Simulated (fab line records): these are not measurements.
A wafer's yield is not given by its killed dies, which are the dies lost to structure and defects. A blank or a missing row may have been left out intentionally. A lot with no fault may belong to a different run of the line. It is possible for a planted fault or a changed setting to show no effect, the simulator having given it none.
fab line records	flow n5_finfet
record: lots: 24	wafers: 72	last_day: 18
route steps=1938 shown BEOL_M1@797
lots untouched by any fault: they come from a run of this same line in which no faults occurred
start_h: hours from the record's first day to the start of the lot's first wafer shown	wait_h: hours from the lot's prior step to this one	" identical to the entry in the row above	L1.1+2: one row covering several wafers at once	- value missing, or start not given	* or withheld: withheld	< > ~ a bound
route shown NAME@n: a module of which the file shows steps, and the number in the route of the first	usual: mean and standard deviation over wafers with no fault	same: alike in all rows	chamber/n: place in a boat	sites: per-site readings	_std_site: standard deviation of those values	_edge_site: inner sites' mean taken away from outer sites' mean	radius_mm: for every site, how far away it sits from the centre of the wafer	mask NAME#n: copy n	behind: the last tool/chamber to shape the wafer	hold: what put the lot on hold/how long, in hours/how the hold closed	device: the transistor (n, p or np) that didn't switch	end of line: tests run on the same wafers once the route is complete	a step with no rows: only its recipe	killed: at the first sort, the dies lost to defects and structure; wafer yield is something else	map: a wafer's dies, marking killed ones x, the rest . and places with no die _
set.NAME: the run value of the setting; set.NAME@STEP: its run value at that earlier step	model.NAME: the simulator's own value behind a step, which no gauge read
steps of the route over a sample of lots; a table a step, a row a wafer
services: from which hour (start_h, from the record's first day; less than 0 if before it) a tool's chamber was out of use, for how many hours, and why
== steps ==
step: N5_BEOL_M1_VIA_ETCH_34
recipe: chemistry: C4F6/O2	target_depth_a: 678	mask_material: SOC	pressure_mtorr: 15	ion_energy_ev: 250	taper_deg: 4	time_s: 64.4	source_w: 350	bias_w: 170	Ar_flow_sccm: 300	C4F6_flow_sccm: 10	O2_flow_sccm: 10
usual: O2_flow_sccm: 9.999/0.03	drypump_motor_current_A: 5.5/0.4	oes_product_au: 0.77/0.077	rf_vpp_V: 665/12	showerhead_plenum_p_Torr: 2.79/0.091	throttle_valve_pct: 30.76/0.24
lot.wafer	tool	chamber	start_h	wait_h	O2_flow_sccm	drypump_motor_current_A	oes_product_au	rf_hours_counter_h	rf_vpp_V	showerhead_plenum_p_Torr	throttle_valve_pct
L074.3	rie_diel-03	0	123.21	0.0	9.985	5.7	0.76	126	660	2.64	30.83
L074.4	"	2	"	"	10.020	5.2	0.74	155	668	2.95	31.02
L074.5	"	0	"	"	9.977	5.7	0.76	-	660	2.64	30.84
L075.2	rie_diel-03	0	135.51	0.0	9.964	5.7	0.75	130	662	2.64	30.85
L075.5	"	1	"	"	10.015	5.6	0.74	-	685	2.80	30.50
L075.6	"	2	"	"	9.953	5.1	0.73	-	669	2.95	31.01
L076.4	rie_diel-03	2	140.85	0.0	9.984	5.1	0.73	160	670	2.95	31.01
L076.5	"	0	"	"	9.944	5.7	0.76	-	659	2.63	30.84
L076.6	"	1	"	"	10.008	5.6	0.73	-	683	2.80	30.50
L077.2	rie_diel-04	2	141.85	0.0	10.022	4.8	0.92	20	650	2.80	30.64
L077.3	"	0	"	"	9.999	6.0	0.81	110	686	2.74	30.56
L077.4	"	1	"	"	10.052	5.5	0.67	-	666	2.89	31.24
L078.2	rie_diel-06	2	147.45	0.0	10.007	5.7	0.72	192	664	2.83	30.78
L078.4	"	1	"	"	9.951	5.8	0.78	149	658	2.74	31.09
L078.6	"	2	"	"	10.034	5.6	0.71	-	664	2.83	30.74
L079.4	rie_diel-03	1	149.31	0.0	10.049	5.6	0.74	177	685	2.80	30.51
L079.5	"	3	"	"	9.996	5.7	0.76	-	658	2.71	30.86
L079.6	"	0	"	"	10.047	5.7	0.76	-	660	2.63	30.85
L080.2	rie_diel-06	2	160.26	0.0	10.016	5.6	0.70	196	662	2.83	30.77
L080.5	"	1	"	"	10.011	5.9	0.77	-	656	2.74	31.09
L080.6	"	0	"	"	9.973	6.4	0.80	-	669	2.87	30.34
L081.2	rie_diel-03	2	173.82	0.0	9.992	5.2	0.72	172	668	2.95	31.03
L081.3	"	1	"	"	9.961	5.6	0.73	187	684	2.80	30.51
L081.5	"	2	"	"	10.015	5.2	0.72	-	669	2.95	31.03
L082.2	rie_diel-04	3	177.84	0.0	9.978	4.9	0.72	193	655	2.82	30.74
L082.4	"	2	"	"	10.012	4.9	0.89	32	651	2.79	30.67
L082.5	"	3	"	"	9.988	4.9	0.72	-	655	2.82	30.74
L083.2	rie_diel-06	2	177.88	0.0	10.010	5.7	0.69	201	665	2.83	30.77
L083.3	"	1	"	"	10.001	5.8	0.78	157	656	2.74	31.09
L083.6	"	2	"	"	10.028	5.6	0.70	-	664	2.83	30.76
L084.1	rie_diel-03	1	207.06	0.0	10.030	5.6	0.72	198	685	2.79	30.52
L084.5	"	1	"	"	10.025	5.6	0.72	-	684	2.79	30.53
L084.6	"	2	"	"	9.950	5.2	0.71	-	668	2.94	31.05
L085.3	rie_diel-03	3	209.10	0.0	10.002	5.7	0.73	163	659	2.70	30.90
L085.4	"	1	"	"	9.986	5.5	0.72	199	683	2.79	30.52
L085.5	"	0	"	"	9.964	5.7	0.75	-	658	2.63	30.84
L086.2	rie_diel-04	1	209.69	0.0	10.014	5.5	0.96	10	667	2.88	30.99
L086.3	"	0	"	"	9.983	6.0	0.80	131	685	2.73	30.59
L086.5	"	0	"	"	9.962	6.0	0.81	-	686	2.73	30.59
L087.3	rie_diel-06	1	209.80	0.0	9.985	5.8	0.76	164	656	2.74	31.09
L087.5	"	2	"	"	9.981	5.7	0.69	-	665	2.82	30.78
L087.6	"	1	"	"	10.002	5.8	0.76	-	657	2.74	31.10
L088.1	rie_diel-06	2	214.85	0.0	10.019	5.6	0.69	211	664	2.82	30.78
L088.2	"	3	"	"	10.028	5.0	0.93	20	650	2.89	30.33
L088.3	"	1	"	"	10.044	5.8	0.77	166	656	2.74	31.10
L089.1	rie_diel-03	2	217.26	0.0	10.034	5.2	0.71	188	669	2.94	31.05
L089.3	"	1	"	"	9.985	5.6	0.72	202	684	2.79	30.53
L089.6	"	3	"	"	9.991	5.8	0.74	-	659	2.70	30.90
L091.1	rie_diel-03	2	228.39	0.0	10.038	5.2	0.71	191	669	2.94	31.05
L091.3	"	0	"	"	10.047	5.7	0.74	148	660	2.63	30.84
L091.4	"	3	"	"	9.967	5.7	0.74	169	657	2.70	30.88
L090.2	rie_diel-03	2	231.28	0.0	9.918	5.2	0.70	192	669	2.94	31.05
L090.3	"	3	"	"	9.920	5.6	0.73	170	657	2.70	30.88
L090.6	"	2	"	"	9.969	5.2	0.71	-	669	2.94	31.04
L092.1	rie_diel-06	2	236.07	0.0	10.032	5.7	0.69	218	663	2.82	30.78
L092.3	"	3	"	"	10.002	5.0	0.91	26	648	2.89	30.33
L092.6	"	3	"	"	10.008	5.0	0.91	-	650	2.89	30.32
L093.1	rie_diel-04	0	239.36	0.0	10.002	6.0	0.78	142	685	2.72	30.58
L093.3	"	2	"	"	9.952	4.8	0.86	49	648	2.78	30.68
L093.6	"	0	"	"	9.970	6.0	0.79	-	684	2.72	30.60
L094.2	rie_diel-03	2	244.97	0.0	9.996	5.2	0.71	196	668	2.94	31.04
L094.3	"	1	"	"	9.980	5.6	0.71	212	684	2.79	30.53
L094.6	"	1	"	"	9.959	5.6	0.71	-	684	2.79	30.54
L095.1	rie_diel-04	2	255.05	0.0	9.996	4.9	0.85	54	650	2.78	30.69
L095.2	"	0	"	"	10.014	6.1	0.77	147	686	2.72	30.60
L095.5	"	2	"	"	10.017	4.8	0.86	-	650	2.78	30.69
L096.1	rie_diel-04	1	259.17	0.0	9.980	5.5	0.92	27	666	2.88	31.01
L096.3	"	3	"	"	10.016	4.9	0.70	218	655	2.81	30.78
L096.4	"	2	"	"	9.996	4.8	0.85	56	650	2.78	30.68
L097.1	rie_diel-04	0	270.43	0.0	10.012	6.0	0.78	151	683	2.72	30.60
L097.2	"	3	"	"	9.989	5.0	0.70	222	656	2.81	30.78
L097.5	"	3	"	"	10.006	4.9	0.70	-	657	2.81	30.78
step: N5_BEOL_M1_STRIP_97
recipe: chemistry: N2/H2	time_s: 10	power_w: 450	temp_c: 40	pressure_mtorr: 20	rf_frequency_hz: 6e+07	bias_power_w: 7	n2_flow_sccm: 200	h2_flow_sccm: 200
usual: drypump_motor_current_A: 5.5/0.41	oes_product_au: 0.78/0.079	rf_vpp_V: 59.0/0.86	showerhead_plenum_p_Torr: 2.50/0.082	throttle_valve_pct: 23.76/0.27
lot.wafer	tool	chamber	start_h	wait_h	drypump_motor_current_A	oes_product_au	rf_hours_counter_h	rf_vpp_V	showerhead_plenum_p_Torr	throttle_valve_pct
L074.3	rie_diel-03	0	-	-	5.7	0.77	126	58.1	2.35	23.97
L074.4	"	2	"	"	5.2	0.74	155	59.7	2.65	23.93
L074.5	"	0	"	"	5.7	0.77	-	57.4	2.36	23.97
L075.2	rie_diel-03	0	-	-	5.7	0.76	130	59.5	2.35	23.96
L075.5	"	1	"	"	5.6	0.75	-	60.7	2.54	23.72
L075.6	"	2	"	"	5.2	0.74	-	59.2	2.65	23.93
L076.4	rie_diel-03	2	-	-	5.2	0.73	160	59.6	2.65	23.90
L076.5	"	0	"	"	5.7	0.76	-	59.1	2.35	23.97
L076.6	"	1	"	"	5.6	0.73	-	59.2	2.54	23.73
L077.2	rie_diel-04	2	-	-	4.9	0.95	20	57.6	2.49	23.39
L077.3	"	0	"	"	6.0	0.81	110	60.1	2.46	23.74
L077.4	"	1	"	"	5.5	0.67	-	60.7	2.59	24.49
L078.2	rie_diel-06	2	-	-	5.7	0.71	192	59.0	2.50	23.45
L078.4	"	1	"	"	5.8	0.77	149	58.8	2.45	24.02
L078.6	"	2	"	"	5.6	0.71	-	58.6	2.50	23.45
L079.4	rie_diel-03	1	-	-	5.5	0.74	177	58.1	2.54	23.72
L079.5	"	3	"	"	5.7	0.76	-	57.8	2.44	23.83
L079.6	"	0	"	"	5.7	0.76	-	59.4	2.35	23.97
L080.2	rie_diel-06	2	-	-	5.6	0.71	196	59.8	2.50	23.45
L080.5	"	1	"	"	5.8	0.78	-	59.5	2.44	24.05
L080.6	"	0	"	"	6.4	0.81	-	59.5	2.57	23.41
L081.2	rie_diel-03	2	-	-	5.2	0.73	172	60.8	2.64	23.95
L081.3	"	1	"	"	5.5	0.74	187	58.5	2.53	23.74
L081.5	"	2	"	"	5.1	0.72	-	60.3	2.64	23.93
L082.2	rie_diel-04	3	-	-	4.9	0.71	194	58.7	2.52	23.62
L082.4	"	2	"	"	4.8	0.91	32	59.9	2.49	23.40
L082.5	"	3	"	"	4.9	0.71	-	58.6	2.52	23.64
L083.2	rie_diel-06	2	-	-	5.7	0.70	201	59.0	2.50	23.47
L083.3	"	1	"	"	5.8	0.78	157	57.4	2.44	24.05
L083.6	"	2	"	"	5.7	0.70	-	58.5	2.50	23.45
L084.1	rie_diel-03	1	-	-	5.6	0.73	198	59.9	2.53	23.76
L084.5	"	1	"	"	5.6	0.73	-	58.9	2.53	23.75
L084.6	"	2	"	"	5.2	0.72	-	58.7	2.63	23.95
L085.3	rie_diel-03	3	-	-	5.7	0.74	164	57.7	2.43	23.87
L085.4	"	1	"	"	5.6	0.73	199	60.2	2.53	23.76
L085.5	"	0	"	"	5.7	0.76	-	57.6	2.35	24.00
L086.2	rie_diel-04	1	-	-	5.5	0.96	10	58.4	2.59	24.16
L086.3	"	0	"	"	6.0	0.78	131	58.3	2.45	23.75
L086.5	"	0	"	"	6.0	0.78	-	59.3	2.45	23.79
L087.3	rie_diel-06	1	-	-	5.8	0.76	165	58.9	2.44	24.06
L087.5	"	2	"	"	5.6	0.70	-	59.0	2.50	23.48
L087.6	"	1	"	"	5.8	0.76	-	57.8	2.44	24.06
L088.1	rie_diel-06	2	-	-	5.7	0.70	211	59.9	2.49	23.47
L088.2	"	3	"	"	5.0	0.95	20	59.9	2.60	23.21
L088.3	"	1	"	"	5.8	0.77	166	58.6	2.44	24.08
L089.1	rie_diel-03	2	-	-	5.2	0.72	188	58.1	2.63	23.96
L089.3	"	1	"	"	5.6	0.72	202	60.2	2.53	23.78
L089.6	"	3	"	"	5.7	0.74	-	58.5	2.43	23.87
L091.1	rie_diel-03	2	-	-	5.2	0.72	191	60.6	2.63	23.96
L091.3	"	0	"	"	5.7	0.75	148	58.2	2.35	24.01
L091.4	"	3	"	"	5.7	0.75	170	58.8	2.43	23.87
L090.2	rie_diel-03	2	-	-	5.2	0.72	192	60.1	2.63	23.95
L090.3	"	3	"	"	5.7	0.75	170	57.0	2.43	23.89
L090.6	"	2	"	"	5.2	0.72	-	58.6	2.63	23.97
L092.1	rie_diel-06	2	-	-	5.6	0.69	218	58.5	2.49	23.49
L092.3	"	3	"	"	5.1	0.93	26	58.6	2.59	23.23
L092.6	"	3	"	"	5.0	0.93	-	59.4	2.59	23.21
L093.1	rie_diel-04	0	-	-	6.0	0.78	142	57.1	2.45	23.78
L093.3	"	2	"	"	4.9	0.89	49	58.9	2.48	23.43
L093.6	"	0	"	"	6.0	0.78	-	57.9	2.45	23.78
L094.2	rie_diel-03	2	-	-	5.2	0.70	196	60.0	2.63	23.97
L094.3	"	1	"	"	5.6	0.71	212	58.9	2.52	23.77
L094.6	"	1	"	"	5.6	0.71	-	58.5	2.52	23.78
L095.1	rie_diel-04	2	-	-	4.9	0.87	54	57.0	2.48	23.45
L095.2	"	0	"	"	6.0	0.78	147	58.2	2.45	23.79
L095.5	"	2	"	"	4.8	0.87	-	59.7	2.48	23.43
L096.1	rie_diel-04	1	-	-	5.5	0.92	27	59.0	2.58	24.17
L096.3	"	3	"	"	4.9	0.70	218	58.8	2.51	23.67
L096.4	"	2	"	"	4.8	0.85	56	59.3	2.48	23.44
L097.1	rie_diel-04	0	-	-	6.0	0.77	151	57.7	2.45	23.78
L097.2	"	3	"	"	4.9	0.70	222	58.9	2.51	23.67
L097.5	"	3	"	"	5.0	0.70	-	59.0	2.51	23.66
step: N5_BEOL_M1_DEGAS_44
recipe: ambient: vacuum	temp_c: 250	time_s: 60
usual: heater_power_w: 356/51
lot.wafer	tool	chamber	start_h	wait_h	heater_power_w
L074.3	pvd_sputter-01	-	123.85	0.2	285
L074.4	"	-	"	"	272
L074.5	"	-	"	"	285
L075.2	pvd_sputter-02	-	136.11	0.2	431
L075.5	"	-	"	"	425
L075.6	"	-	"	"	353
L076.4	pvd_sputter-02	-	141.71	0.5	418
L076.5	"	-	"	"	428
L076.6	"	-	"	"	354
L077.2	pvd_sputter-02	-	142.49	0.2	427
L077.3	"	-	"	"	353
L077.4	"	-	"	"	339
L078.2	pvd_sputter-01	-	148.29	0.4	276
L078.4	"	-	"	"	264
L078.6	"	-	"	"	291
L079.4	pvd_sputter-02	-	149.80	0.1	430
L079.5	"	-	"	"	422
L079.6	"	-	"	"	338
L080.2	pvd_sputter-03	-	162.22	1.5	359
L080.5	"	-	"	"	353
L080.6	"	-	"	"	307
L081.2	pvd_sputter-02	-	174.41	0.2	339
L081.3	"	-	"	"	415
L081.5	"	-	"	"	437
L082.2	pvd_sputter-02	-	178.33	0.1	421
L082.4	"	-	"	"	348
L082.5	"	-	"	"	424
L083.2	pvd_sputter-02	-	178.41	0.1	339
L083.3	"	-	"	"	350
L083.6	"	-	"	"	436
L084.1	pvd_sputter-02	-	207.68	0.2	344
L084.5	"	-	"	"	423
L084.6	"	-	"	"	357
L085.3	pvd_sputter-02	-	209.55	0.0	431
L085.4	"	-	"	"	422
L085.5	"	-	"	"	434
L086.2	pvd_sputter-03	-	210.49	0.4	364
L086.3	"	-	"	"	296
L086.5	"	-	"	"	293
L087.3	pvd_sputter-02	-	210.61	0.4	347
L087.5	"	-	"	"	417
L087.6	"	-	"	"	344
L088.1	pvd_sputter-03	-	215.47	0.2	307
L088.2	"	-	"	"	350
L088.3	"	-	"	"	293
L089.1	pvd_sputter-01	-	218.16	0.5	276
L089.3	"	-	"	"	279
L089.6	"	-	"	"	322
L091.1	pvd_sputter-02	-	229.15	0.3	430
L091.3	"	-	"	"	322
L091.4	"	-	"	"	428
L090.2	pvd_sputter-02	-	232.07	0.3	426
L090.3	"	-	"	"	343
L090.6	"	-	"	"	424
L092.1	pvd_sputter-01	-	236.93	0.4	376
L092.3	"	-	"	"	268
L092.6	"	-	"	"	392
L093.1	pvd_sputter-02	-	240.31	0.4	334
L093.3	"	-	"	"	429
L093.6	"	-	"	"	348
L094.2	pvd_sputter-01	-	245.55	0.2	374
L094.3	"	-	"	"	270
L094.6	"	-	"	"	324
L095.1	pvd_sputter-03	-	255.94	0.5	291
L095.2	"	-	"	"	352
L095.5	"	-	"	"	354
L096.1	pvd_sputter-01	-	259.85	0.2	278
L096.3	"	-	"	"	319
L096.4	"	-	"	"	387
L097.1	pvd_sputter-03	-	271.27	0.4	296
L097.2	"	-	"	"	347
L097.5	"	-	"	"	355
step: N5_BEOL_M1_ANNEAL_49
recipe: temp_c: 400	time_s: 240	ambient: vacuum
usual: heater_power_w: 844/120
lot.wafer	tool	chamber	start_h	wait_h	heater_power_w
L074.3	pvd_sputter-03	-	124.52	0.0	725
L074.4	"	-	"	"	785
L074.5	"	-	"	"	844
L075.2	pvd_sputter-03	-	139.02	0.0	730
L075.5	"	-	"	"	756
L075.6	"	-	"	"	890
L076.4	pvd_sputter-02	-	142.65	0.0	1051
L076.5	"	-	"	"	873
L076.6	"	-	"	"	1085
L077.2	pvd_sputter-01	-	143.19	0.0	789
L077.3	"	-	"	"	677
L077.4	"	-	"	"	950
L078.2	pvd_sputter-01	-	148.93	0.0	710
L078.4	"	-	"	"	802
L078.6	"	-	"	"	700
L079.4	pvd_sputter-03	-	150.49	0.0	878
L079.5	"	-	"	"	735
L079.6	"	-	"	"	875
L080.2	pvd_sputter-03	-	163.10	0.0	867
L080.5	"	-	"	"	885
L080.6	"	-	"	"	718
L081.2	pvd_sputter-02	-	175.11	0.0	816
L081.3	"	-	"	"	1061
L081.5	"	-	"	"	835
L082.2	pvd_sputter-03	-	179.03	0.0	785
L082.4	"	-	"	"	871
L082.5	"	-	"	"	745
L083.2	pvd_sputter-02	-	179.36	0.0	834
L083.3	"	-	"	"	1056
L083.6	"	-	"	"	853
L084.1	pvd_sputter-03	-	208.45	0.0	767
L084.5	"	-	"	"	738
L084.6	"	-	"	"	871
L085.3	pvd_sputter-01	-	210.18	0.0	717
L085.4	"	-	"	"	813
L085.5	"	-	"	"	670
L086.2	pvd_sputter-03	-	211.23	0.0	865
L086.3	"	-	"	"	744
L086.5	"	-	"	"	782
L087.3	pvd_sputter-01	-	212.02	0.0	814
L087.5	"	-	"	"	797
L087.6	"	-	"	"	681
L088.1	pvd_sputter-03	-	216.25	0.0	781
L088.2	"	-	"	"	735
L088.3	"	-	"	"	881
L089.1	pvd_sputter-01	-	218.96	0.0	675
L089.3	"	-	"	"	716
L089.6	"	-	"	"	788
L091.1	pvd_sputter-01	-	230.47	0.0	797
L091.3	"	-	"	"	687
L091.4	"	-	"	"	953
L090.2	pvd_sputter-01	-	232.95	0.0	797
L090.3	"	-	"	"	721
L090.6	"	-	"	"	808
L092.1	pvd_sputter-01	-	239.51	0.0	670
L092.3	"	-	"	"	709
L092.6	"	-	"	"	673
L093.1	pvd_sputter-02	-	241.33	0.0	885
L093.3	"	-	"	"	1081
L093.6	"	-	"	"	849
L094.2	pvd_sputter-02	-	248.11	0.0	869
L094.3	"	-	"	"	868
L094.6	"	-	"	"	835
L095.1	pvd_sputter-01	-	258.09	0.0	972
L095.2	"	-	"	"	817
L095.5	"	-	"	"	691
L096.1	pvd_sputter-02	-	260.55	0.0	846
L096.3	"	-	"	"	881
L096.4	"	-	"	"	1062
L097.1	pvd_sputter-02	-	272.65	0.0	1079
L097.2	"	-	"	"	874
L097.5	"	-	"	"	1068
step: N5_BEOL_M1_SPUTTER_79
recipe: material: Cu	target_thk_a: 45	temp_c: -20	chamber_pressure_pa: 0.07	power_w: withheld	time_s: 8.29
usual: chuck_sensor_temp_C: -15.9/0.55	throttle_valve_pct: 29.7/1.1
lot.wafer	tool	chamber	start_h	wait_h	chuck_sensor_temp_C	throttle_valve_pct
L074.3	pvd_sputter-03	-	124.66	0.1	-15.9	30.2
L074.4	"	-	"	"	-16.0	27.3
L074.5	"	-	"	"	-15.2	28.7
L075.2	pvd_sputter-03	-	139.16	0.1	-16.0	30.3
L075.5	"	-	"	"	-16.1	27.4
L075.6	"	-	"	"	-16.7	30.2
L076.4	pvd_sputter-02	-	142.79	0.1	-16.2	30.0
L076.5	"	-	"	"	-17.0	30.6
L076.6	"	-	"	"	-16.2	29.8
L077.2	pvd_sputter-01	-	143.33	0.1	-16.4	28.0
L077.3	"	-	"	"	-15.1	29.3
L077.4	"	-	"	"	-15.4	30.7
L078.2	pvd_sputter-01	-	149.07	0.1	-16.6	30.8
L078.4	"	-	"	"	-16.3	28.5
L078.6	"	-	"	"	-16.6	30.7
L079.4	pvd_sputter-03	-	150.63	0.1	-15.2	28.4
L079.5	"	-	"	"	-16.0	30.2
L079.6	"	-	"	"	-15.3	28.6
L080.2	pvd_sputter-03	-	163.24	0.1	-15.2	28.7
L080.5	"	-	"	"	-15.1	29.0
L080.6	"	-	"	"	-16.2	30.1
L081.2	pvd_sputter-02	-	175.25	0.1	-15.3	31.2
L081.3	"	-	"	"	-15.8	31.0
L081.5	"	-	"	"	-15.2	30.9
L082.2	pvd_sputter-03	-	179.17	0.1	-16.0	27.4
L082.4	"	-	"	"	-16.5	30.3
L082.5	"	-	"	"	-16.1	30.1
L083.2	pvd_sputter-02	-	179.50	0.1	-15.3	30.6
L083.3	"	-	"	"	-16.0	30.8
L083.6	"	-	"	"	-15.3	31.0
L084.1	pvd_sputter-03	-	208.61	0.1	-15.9	27.4
L084.5	"	-	"	"	-16.0	30.4
L084.6	"	-	"	"	-15.2	28.7
L085.3	pvd_sputter-01	-	210.32	0.1	-16.5	30.9
L085.4	"	-	"	"	-16.3	28.1
L085.5	"	-	"	"	-15.2	29.6
L086.2	pvd_sputter-03	-	211.38	0.1	-15.2	28.7
L086.3	"	-	"	"	-15.9	30.1
L086.5	"	-	"	"	-15.9	27.3
L087.3	pvd_sputter-01	-	212.16	0.1	-16.4	28.0
L087.5	"	-	"	"	-16.5	28.1
L087.6	"	-	"	"	-15.0	29.6
L088.1	pvd_sputter-03	-	216.41	0.1	-15.9	27.2
L088.2	"	-	"	"	-16.0	30.2
L088.3	"	-	"	"	-16.5	30.4
L089.1	pvd_sputter-01	-	219.10	0.1	-15.3	29.4
L089.3	"	-	"	"	-16.7	30.7
L089.6	"	-	"	"	-16.3	28.3
L091.1	pvd_sputter-01	-	230.61	0.1	-16.2	28.4
L091.3	"	-	"	"	-15.0	29.3
L091.4	"	-	"	"	-15.4	30.7
L090.2	pvd_sputter-01	-	233.09	0.1	-16.3	28.2
L090.3	"	-	"	"	-16.5	30.7
L090.6	"	-	"	"	-16.2	28.4
L092.1	pvd_sputter-01	-	239.65	0.1	-15.1	29.8
L092.3	"	-	"	"	-16.6	30.5
L092.6	"	-	"	"	-15.2	29.6
L093.1	pvd_sputter-02	-	241.47	0.1	-16.8	30.6
L093.3	"	-	"	"	-16.0	30.9
L093.6	"	-	"	"	-15.3	31.0
L094.2	pvd_sputter-02	-	248.25	0.1	-15.3	30.8
L094.3	"	-	"	"	-16.8	30.7
L094.6	"	-	"	"	-15.4	31.0
L095.1	pvd_sputter-01	-	258.23	0.1	-15.5	30.6
L095.2	"	-	"	"	-16.3	28.0
L095.5	"	-	"	"	-15.1	29.1
L096.1	pvd_sputter-02	-	260.69	0.1	-15.4	31.0
L096.3	"	-	"	"	-16.7	30.5
L096.4	"	-	"	"	-16.2	31.0
L097.1	pvd_sputter-02	-	272.79	0.1	-16.4	29.7
L097.2	"	-	"	"	-16.7	30.6
L097.5	"	-	"	"	-16.3	29.8
step: N5_BEOL_M1_SPUTTER_88
recipe: material: Cu	target_thk_a: 45	temp_c: -20	chamber_pressure_pa: 0.07	power_w: withheld	time_s: 8.29
usual: chuck_sensor_temp_C: -15.9/0.55	throttle_valve_pct: 29.8/1.1
lot.wafer	tool	chamber	start_h	wait_h	chuck_sensor_temp_C	throttle_valve_pct
L074.3	pvd_sputter-03	-	125.32	0.1	-16.1	30.5
L074.4	"	-	"	"	-16.0	27.2
L074.5	"	-	"	"	-15.1	29.0
L075.2	pvd_sputter-03	-	139.82	0.1	-16.2	30.3
L075.5	"	-	"	"	-15.8	27.0
L075.6	"	-	"	"	-16.6	30.1
L076.4	pvd_sputter-02	-	143.45	0.1	-16.1	29.8
L076.5	"	-	"	"	-16.6	30.3
L076.6	"	-	"	"	-16.2	29.8
L077.2	pvd_sputter-01	-	143.99	0.1	-16.1	28.2
L077.3	"	-	"	"	-15.2	29.4
L077.4	"	-	"	"	-15.5	30.6
L078.2	pvd_sputter-01	-	149.73	0.1	-16.6	30.5
L078.4	"	-	"	"	-16.4	28.2
L078.6	"	-	"	"	-16.7	30.6
L079.4	pvd_sputter-03	-	151.29	0.1	-15.1	29.0
L079.5	"	-	"	"	-16.0	30.4
L079.6	"	-	"	"	-15.2	28.7
L080.2	pvd_sputter-03	-	163.90	0.1	-15.1	28.9
L080.5	"	-	"	"	-15.4	28.8
L080.6	"	-	"	"	-16.3	30.2
L081.2	pvd_sputter-02	-	175.91	0.1	-15.2	30.9
L081.3	"	-	"	"	-16.1	30.9
L081.5	"	-	"	"	-15.2	31.2
L082.2	pvd_sputter-03	-	179.83	0.1	-16.1	27.2
L082.4	"	-	"	"	-16.4	30.2
L082.5	"	-	"	"	-16.2	30.4
L083.2	pvd_sputter-02	-	180.16	0.1	-15.5	30.8
L083.3	"	-	"	"	-16.0	31.3
L083.6	"	-	"	"	-15.4	30.9
L084.1	pvd_sputter-03	-	209.32	0.1	-15.8	27.4
L084.5	"	-	"	"	-16.2	30.5
L084.6	"	-	"	"	-15.3	28.6
L085.3	pvd_sputter-01	-	210.98	0.1	-16.5	30.8
L085.4	"	-	"	"	-16.4	28.1
L085.5	"	-	"	"	-15.1	29.5
L086.2	pvd_sputter-03	-	212.09	0.1	-15.2	28.8
L086.3	"	-	"	"	-16.2	30.2
L086.5	"	-	"	"	-16.0	27.3
L087.3	pvd_sputter-01	-	212.82	0.1	-16.1	28.2
L087.5	"	-	"	"	-16.3	28.6
L087.6	"	-	"	"	-15.1	29.5
L088.1	pvd_sputter-03	-	217.12	0.1	-16.0	27.2
L088.2	"	-	"	"	-16.1	30.4
L088.3	"	-	"	"	-16.5	30.2
L089.1	pvd_sputter-01	-	219.76	0.1	-15.0	29.2
L089.3	"	-	"	"	-16.6	30.7
L089.6	"	-	"	"	-16.5	28.3
L091.1	pvd_sputter-01	-	231.27	0.1	-16.3	28.3
L091.3	"	-	"	"	-15.1	29.4
L091.4	"	-	"	"	-15.4	30.7
L090.2	pvd_sputter-01	-	233.75	0.1	-16.3	28.0
L090.3	"	-	"	"	-16.7	30.7
L090.6	"	-	"	"	-16.4	28.0
L092.1	pvd_sputter-01	-	240.31	0.1	-14.9	29.2
L092.3	"	-	"	"	-16.6	30.6
L092.6	"	-	"	"	-15.1	29.6
L093.1	pvd_sputter-02	-	242.13	0.1	-16.7	30.6
L093.3	"	-	"	"	-16.1	31.0
L093.6	"	-	"	"	-15.4	30.8
L094.2	pvd_sputter-02	-	248.91	0.1	-15.3	30.9
L094.3	"	-	"	"	-16.7	30.9
L094.6	"	-	"	"	-15.4	31.1
L095.1	pvd_sputter-01	-	258.89	0.1	-15.4	30.8
L095.2	"	-	"	"	-16.4	28.3
L095.5	"	-	"	"	-15.1	29.5
L096.1	pvd_sputter-02	-	261.35	0.1	-15.5	30.9
L096.3	"	-	"	"	-16.7	30.6
L096.4	"	-	"	"	-15.9	31.0
L097.1	pvd_sputter-02	-	273.45	0.1	-16.0	29.9
L097.2	"	-	"	"	-16.6	30.5
L097.5	"	-	"	"	-16.1	29.6
== services ==
tool	chamber	start_h	hours	kind
rie_diel-03	1	101.96	13.8	repair
pvd_sputter-03	-	118.41	4.7	repair
pvd_sputter-01	-	119.28	0.6	repair
rie_diel-06	3	124.83	-	clean
rie_diel-06	3	124.83	-	consumable_replace:focus_ring
rie_diel-06	3	124.83	16.8	scheduled_down
rie_diel-06	3	124.83	16.8	vent_cycle
rie_diel-04	3	133.22	25.4	repair
rie_diel-04	-	156.34	0.4	repair
rie_diel-04	1	158.58	-	clean
rie_diel-04	1	158.58	-	consumable_replace:focus_ring
rie_diel-04	1	158.58	11.0	scheduled_down
rie_diel-04	1	158.58	11.0	vent_cycle
rie_diel-03	0	159.43	22.4	repair
rie_diel-06	-	162.87	1.0	repair
rie_diel-06	1	168.49	4.1	repair
rie_diel-03	0	188.15	20.7	repair
rie_diel-06	3	270.89	5.3	repair
== key ==
fault none
